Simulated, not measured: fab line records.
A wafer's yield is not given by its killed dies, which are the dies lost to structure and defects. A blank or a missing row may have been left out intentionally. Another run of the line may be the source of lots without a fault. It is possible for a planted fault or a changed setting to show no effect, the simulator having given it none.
fab line records	flow nandHarc
record: lots: 13	wafers: 39	lastDay: 33
route steps=1302 shown A_CONTACT@1028 END@1302
lots with no fault: from the same line, run without faults
startH: the number of hours between the record's first day and the start of the first shown wafer of the lot	waitH: how many hours have passed since the lot's step before this one	" unchanged from the row above	L1.1+2: a single row standing in for several wafers	- no value, or no start given	* or withheld: withheld	< > ~ a bound
route shown NAME@n: a module of which the file shows steps, and the number in the route of the first	usual: average and standard deviation across the fault-free wafers	same: alike in all rows	chamber/n: place in a boat	sites: the reading at each site	_std_site: the values' standard deviation	_edge_site: inner sites' mean taken away from outer sites' mean	radiusMm: for every site, how far away it sits from the centre of the wafer	mask NAME#n: copy n	behind: the tool/chamber that last shaped the wafer	hold: why the lot went on hold/how many hours it stayed there/how the hold came to an end	device: transistor that didn't switch, given as n, p or np	end of line: at the end of the route, the tests of the same wafers	a step with no rows: only its recipe	killed: the dies lost at the first sort to structure and to defects; this is not the yield of the wafer	map: dies across one wafer; x = killed, . = not, _ = none there
set.NAME: the run value of the setting; set.NAME@STEP: its run value at that earlier step	model.NAME: the simulator's own value behind a step, which no gauge read
steps of the route over a sample of lots; a table a step, a row a wafer
services: when a tool's chamber went out of use (startH, in hours from the record's first day, below 0 if earlier), for how many hours, and the reason
== steps ==
step: NHARC_A_CONTACT_DEP_58
recipe: targetThkA: 900	targetThkNm: 90	tempC: 400	pressureTorr: 3.5	flowSccm: 200	rfW: 350	material: SiON
usual: heaterPowerW: 776/92	susceptorTempC: 399.99/0.24
lot.wafer	tool	chamber	startH	waitH	heaterPowerW	susceptorTempC
L641.1	pecvd-03	0	492.38	2.7	880	399.84
L641.3	"	2	"	"	883	399.65
L641.5	"	1	"	"	834	400.63
L642.3	pecvd-01	0	508.36	1.7	823	399.97
L642.2	"	2	"	"	759	399.94
L642.4	"	2	"	"	733	399.70
L643.3	pecvd-03	0	519.22	1.6	883	400.38
L643.1	"	2	"	"	873	400.00
L643.4	"	1	"	"	703	400.06
L644.2	pecvd-01	2	533.99	2.2	821	400.07
L644.5	"	2	"	"	835	400.03
L644.6	"	0	"	"	846	400.28
L647.1	pecvd-04	2	554.20	2.7	675	400.05
L647.6	"	2	"	"	700	400.34
L647.4	"	1	"	"	584	399.56
L654.3	pecvd-03	2	650.36	1.6	783	400.14
L654.6	"	2	"	"	807	400.23
L654.5	"	1	"	"	782	399.73
L657.1	pecvd-04	2	655.39	2.7	632	400.14
L657.2	"	0	"	"	698	399.93
L657.5	"	2	"	"	627	400.22
L659.1	pecvd-04	1	679.77	2.7	561	399.88
L659.3	"	2	"	"	694	399.79
L659.6	"	1	"	"	576	399.83
L660.3	pecvd-03	1	694.33	1.7	693	399.86
L660.4	"	2	"	"	900	399.77
L660.5	"	0	"	"	921	399.61
L661.1	pecvd-03	1	696.15	2.7	741	400.28
L661.6	"	2	"	"	882	400.27
L661.5	"	0	"	"	926	400.09
L662.3	pecvd-01	2	707.72	1.7	797	400.03
L662.1	"	0	"	"	743	400.17
L662.2	"	1	"	"	856	399.80
L663.3	pecvd-03	2	719.78	1.7	806	399.96
L663.4	"	1	"	"	714	400.09
L663.6	"	2	"	"	808	400.29
L664.1	pecvd-04	0	720.10	2.7	677	400.01
L664.5	"	0	"	"	653	400.06
L664.4	"	1	"	"	614	400.03
step: NHARC_A_CONTACT_CD_MEAS_69
recipe: targetCdNm: 300	landingEnergyEv: 500
usual: cdNm: 300.0/0.61
lot.wafer	tool	chamber	startH	waitH	cdNm
L641.1	cdSem-02	0	493.10	-	300.1
L641.3	"	0	"	"	301.1
L641.5	"	0	"	"	300.2
L642.2	cdSem-03	0	509.08	-	300.0
L642.3	"	0	"	"	300.5
L642.4	"	0	"	"	300.5
L643.1	cdSem-02	0	519.94	-	299.7
L643.3	"	0	"	"	300.9
L643.4	"	0	"	"	300.7
L644.2	cdSem-03	0	534.68	-	300.8
L644.5	"	0	"	"	299.5
L644.6	"	0	"	"	300.6
L647.1	cdSem-03	0	554.79	-	299.7
L647.4	"	0	"	"	299.3
L647.6	"	0	"	"	299.9
L654.3	cdSem-03	0	650.96	-	300.1
L654.5	"	0	"	"	299.1
L654.6	"	0	"	"	299.6
L657.1	cdSem-03	0	656.11	-	300.0
L657.2	"	0	"	"	300.0
L657.5	"	0	"	"	299.7
L659.1	cdSem-03	0	680.49	-	299.5
L659.3	"	0	"	"	299.6
L659.6	"	0	"	"	298.9
L660.3	cdSem-01	0	695.00	-	300.2
L660.4	"	0	"	"	300.8
L660.5	"	0	"	"	300.0
L661.1	cdSem-02	0	696.87	-	300.3
L661.5	"	0	"	"	300.3
L661.6	"	0	"	"	299.6
L662.1	cdSem-02	0	708.45	-	299.8
L662.2	"	0	"	"	299.4
L662.3	"	0	"	"	299.8
L663.3	cdSem-03	0	720.45	-	300.6
L663.4	"	0	"	"	301.6
L663.6	"	0	"	"	300.3
L664.1	cdSem-03	0	720.82	-	299.9
L664.4	"	0	"	"	300.7
L664.5	"	0	"	"	300.7
step: NHARC_A_CONTACT_ETCH_78
recipe: targetDepthA: 53000	overEtchFrac: 0.3	timeS: 1378	ionEnergyEv: 150	o2FlowSccm: 400	cosFlowSccm: 20	arFlowSccm: 0	rfW: 500	biasW: 300	chemistry: O2/COS
usual: drypumpMotorCurrentA: 5.7/0.57	mfcArSccm: 0.009/0.011	oesProductAu: 1.004/0.012	rfVppV: 314.6/1.9	showerheadPlenumPTorr: 3.16/0.13	throttleValvePct: 28.330/0.0089
lot.wafer	tool	chamber	startH	waitH	drypumpMotorCurrentA	mfcArSccm	oesProductAu	rfHoursCounterH	rfVppV	showerheadPlenumPTorr	throttleValvePct
L641.3	rieDiel-13	0	494.08	-	5.9	0.018	0.995	48	315.7	3.29	28.337
L641.1	"	1	"	"	6.5	0.033	1.006	46	317.0	3.35	28.332
L641.5	"	2	"	"	5.4	0	0.981	-	312.3	2.99	28.323
L642.3	rieDiel-01	2	512.74	-	6.5	0	0.988	37	313.0	3.05	28.323
L642.4	"	3	"	"	5.3	0.002	1.015	40	313.7	3.15	28.326
L642.2	"	0	"	"	5.1	0	1.008	39	316.1	3.29	28.348
L643.3	rieDiel-02	1	520.74	-	5.8	0	1.017	16	313.9	3.10	28.333
L643.1	"	2	"	"	5.2	0	1.019	20	309.5	2.89	28.323
L643.4	"	0	"	"	4.9	0.018	1.030	18	314.6	3.14	28.329
L644.2	rieDiel-02	0	535.77	-	4.8	0.018	1.021	21	315.5	3.14	28.342
L644.5	"	2	"	"	5.2	0	1.006	-	310.9	2.89	28.322
L644.6	"	3	"	"	6.5	0.024	0.990	-	314.6	3.07	28.319
L647.1	rieDiel-02	1	555.69	-	5.8	0	1.011	23	313.3	3.10	28.325
L647.4	"	3	"	"	6.5	0.024	0.991	27	312.7	3.07	28.323
L647.6	"	0	"	"	4.9	0.018	0.850	-	314.8	3.14	28.318
L654.3	rieDiel-02	3	651.97	-	6.5	0.024	1.004	11	312.2	3.06	28.331
L654.6	"	2	"	"	5.2	0	0.987	-	317.1	3.36	28.335
L654.5	"	3	"	"	6.5	0.024	1.002	-	312.0	3.06	28.335
L657.1	rieDiel-02	0	656.91	-	4.9	0.018	1.019	16	314.0	3.13	28.314
L657.2	"	1	"	"	5.8	0	1.009	18	313.2	3.09	28.320
L657.5	"	0	"	"	4.8	0.018	1.011	-	313.1	3.13	28.331
L659.1	rieDiel-01	1	681.52	-	5.7	0	0.999	35	314.9	3.16	28.331
L659.3	"	2	"	"	6.5	0	1.009	43	313.9	3.02	28.326
L659.6	"	3	"	"	5.3	0.002	0.998	-	313.7	3.12	28.332
L660.4	rieDiel-02	2	695.98	-	5.2	0	1.000	25	317.4	3.36	28.323
L660.3	"	3	"	"	6.5	0.024	1.013	20	314.2	3.06	28.332
L660.5	"	0	"	"	4.8	0.018	1.012	-	313.8	3.13	28.341
L661.1	rieDiel-02	2	697.76	-	5.2	0	0.996	26	317.0	3.36	28.332
L661.5	"	1	"	"	5.8	0	1.001	-	312.4	3.08	28.328
L661.6	"	2	"	"	5.2	0	1.002	-	316.3	3.36	28.329
L662.1	rieDiel-13	0	709.25	-	5.9	0.018	0.997	2	313.9	3.26	28.340
L662.3	"	1	"	"	6.5	0.033	0.998	1	318.2	3.32	28.327
L662.2	"	2	"	"	5.4	0	0.971	1	312.4	2.95	28.336
L663.4	rieDiel-13	1	721.34	-	6.5	0.033	0.994	5	317.0	3.32	28.326
L663.3	"	3	"	"	5.9	0	1.013	5	315.7	3.31	28.319
L663.6	"	0	"	"	5.9	0.018	1.005	-	315.3	3.26	28.333
L664.4	rieDiel-02	3	721.62	-	6.5	0.024	1.011	24	312.6	3.06	28.318
L664.1	"	1	"	"	5.7	0	1.000	33	313.7	3.08	28.343
L664.5	"	0	"	"	4.9	0.018	1.014	-	316.3	3.12	28.323
step: NHARC_A_CONTACT_ETCH_129
recipe: sourceW: withheld	pressureMtorr: 20	biasV: 3000	timeS: 197	targetDepthA: 19180	arFlowSccm: withheld	c4f8FlowSccm: withheld	o2FlowSccm: withheld	chemistry: C4F8/O2/Ar
usual: oesAirLineAu: 0.998/0.02
lot.wafer	tool	chamber	startH	waitH	oesAirLineAu	rfHoursCounterH
L641.1	harCapEtch-03	0	495.74	0.1	1.016	42
L641.3	"	1	"	"	0.987	-
L641.5	"	1	"	"	1.013	-
L642.2	harCapEtch-03	1	514.58	0.1	1.036	45
L642.3	"	1	"	"	1.027	-
L642.4	"	0	"	"	0.986	-
L643.1	harCapEtch-01	1	522.58	0.1	0.982	1
L643.3	"	1	"	"	1.006	-
L643.4	"	0	"	"	0.966	-
L644.2	harCapEtch-03	0	537.45	0.1	1.001	49
L644.6	"	1	"	"	0.972	-
L644.5	"	0	"	"	1.017	-
L647.1	harCapEtch-02	0	557.43	0.1	0.976	94
L647.4	"	0	"	"	0.996	-
L647.6	"	1	"	"	1.000	-
L654.3	harCapEtch-02	1	653.82	0.1	1.017	-
L654.6	"	0	"	"	0.993	-
L654.5	"	1	"	"	0.993	-
L657.1	harCapEtch-03	0	658.74	0.1	1.030	71
L657.2	"	1	"	"	1.003	71
L657.5	"	0	"	"	1.030	-
L659.1	harCapEtch-01	0	683.20	0.1	0.953	30
L659.3	"	1	"	"	1.009	-
L659.6	"	1	"	"	1.009	-
L660.3	harCapEtch-01	1	697.68	0.1	0.987	-
L660.4	"	0	"	"	1.020	-
L660.5	"	1	"	"	0.977	-
L661.1	harCapEtch-03	0	699.51	0.1	0.985	79
L661.5	"	1	"	"	0.980	-
L661.6	"	0	"	"	1.018	-
L662.1	harCapEtch-02	1	711.10	0.1	0.998	123
L662.2	"	0	"	"	0.996	123
L662.3	"	1	"	"	0.986	-
L663.4	harCapEtch-01	1	723.14	0.1	0.980	-
L663.3	"	0	"	"	0.992	-
L663.6	"	1	"	"	0.970	-
L664.1	harCapEtch-03	0	723.48	0.1	0.985	85
L664.4	"	1	"	"	0.953	-
L664.5	"	0	"	"	1.002	-
step: NHARC_END_SORT_01
recipe: tempC: 25
usual: killedAtArray: 56/20	killedAtOther: 0.9/1.1	killedAtPeriphery: 3.7/3	killedDies: 61/21	killedOpen: 2.9/1.6	killedShort: 2.6/1.4
same: grossDies: 677
lot.wafer	tool	chamber	startH	waitH	killedAtArray	killedAtOther	killedAtPeriphery	killedDies	killedOpen	killedShort
L647.1	prober-02	0	614.94	2.5	76	0	2	78	0	3
L647.4	prober-02	0	617.36	3.4	63	1	2	66	3	4
L647.6	prober-02	0	618.98	4.0	675	0	1	676	2	2
killed by level:class
L647.1 A_SLIT:chamberFilmFlake=28 A_CHANNEL_HOLE_D2:chamberFilmFlake=26 A_CONTACT:chamberFilmFlake=11 A_WL_FILL:chamberFilmFlake=4 A_SGD_CUT:chamberFilmFlake=3 A_ONON_D2:geometricParticle:short=2 P_ZERO_WELL:chamberFilmFlake=2 A_WL_FILL:geometricParticle:short=1
L647.4 A_SLIT:chamberFilmFlake=26 A_CHANNEL_HOLE_D2:chamberFilmFlake=16 A_CONTACT:chamberFilmFlake=6 A_WL_FILL:chamberFilmFlake=4 A_CHANNEL_HOLE_D1:chamberFilmFlake=3 A_SGD_CUT:chamberFilmFlake=3 A_CHANNEL_FILL_D2:geometricParticle:short=2 P_M2:geometricParticle:open=1
L647.6 A_CONTACT:areaEtch=603 A_SLIT:chamberFilmFlake=38 A_CHANNEL_HOLE_D2:chamberFilmFlake=18 A_CONTACT:chamberFilmFlake=7 A_CHANNEL_HOLE_D1:chamberFilmFlake=2 A_CHANNEL_FILL_D1:chamberFilmFlake=2 A_DECK1_JOINT:geometricParticle:short=1 A_ONON_D2:geometricParticle:open=1
== services ==
tool	chamber	startH	hours	kind
rieDiel-02	1	480.12	4.6	repair
rieDiel-02	1	487.23	6.2	repair
pecvd-01	-	492.12	13.0	pm
harCapEtch-01	-	497.00	17.0	pm
rieDiel-13	-	519.07	9.0	pm
rieDiel-02	3	524.81	10.6	repair
harCapEtch-01	-	541.82	0.2	repair
rieDiel-13	3	543.83	9.8	repair
rieDiel-02	2	547.21	2.3	repair
pecvd-03	-	547.37	13.0	pm
pecvd-04	1	558.47	12.2	repair
rieDiel-01	-	559.24	9.0	pm
pecvd-01	2	568.56	2.2	repair
rieDiel-02	-	570.71	9.0	pm
rieDiel-02	-	599.33	2.7	repair
rieDiel-13	2	615.96	3.5	repair
rieDiel-01	1	618.38	3.1	repair
rieDiel-02	3	624.85	8.1	repair
pecvd-04	-	631.12	13.0	pm
pecvd-01	2	639.68	22.6	repair
pecvd-04	-	661.54	0.7	repair
pecvd-01	-	673.12	13.0	pm
rieDiel-13	-	696.07	9.0	pm
rieDiel-02	3	699.41	8.9	repair
== key ==
firstSign: step: NHARC_A_CONTACT_ETCH_78	reading: oesProductAu	direction: down	sigmas: 13	usual: 1.004	struck: 0.850
effect: step: NHARC_END_SORT_01	reading: killedAtArray	direction: up	sigmas: 30	usual: 56	struck: 675
moreKillsBornAt: NHARC_A_CONTACT_ETCH_78@rieDiel-02: 603
metAt NHARC_A_CONTACT_ETCH_78
struckLots L647
struckWafers L647.6
laterRowsLeftOut L647.6
testerLeftOut L647
notActingAt NHARC_A_CONTACT_DEP_58,NHARC_A_CONTACT_CD_MEAS_69,NHARC_A_CONTACT_ETCH_129
onsetBetween 535.77 555.69
fault: kind: processParameterDrift	tool: rieDiel-02	chamber: 0	onsetH: 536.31	steps: NHARC_A_CONTACT_ETCH_78	channel: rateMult	offset: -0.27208	shape: step	endH: 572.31
testerLeftOut: of these lots the tester's yield and bins aren't shown, on N5 and GAA mostly nor the transistor test; their killed dies are dies lost to structure and defects alone, not to doping, threshold or leakage, so they don't give the yield
laterRowsLeftOut: the simulator's readings of these wafers behind a module that went badly wrong aren't trusted and aren't shown, but for the sort
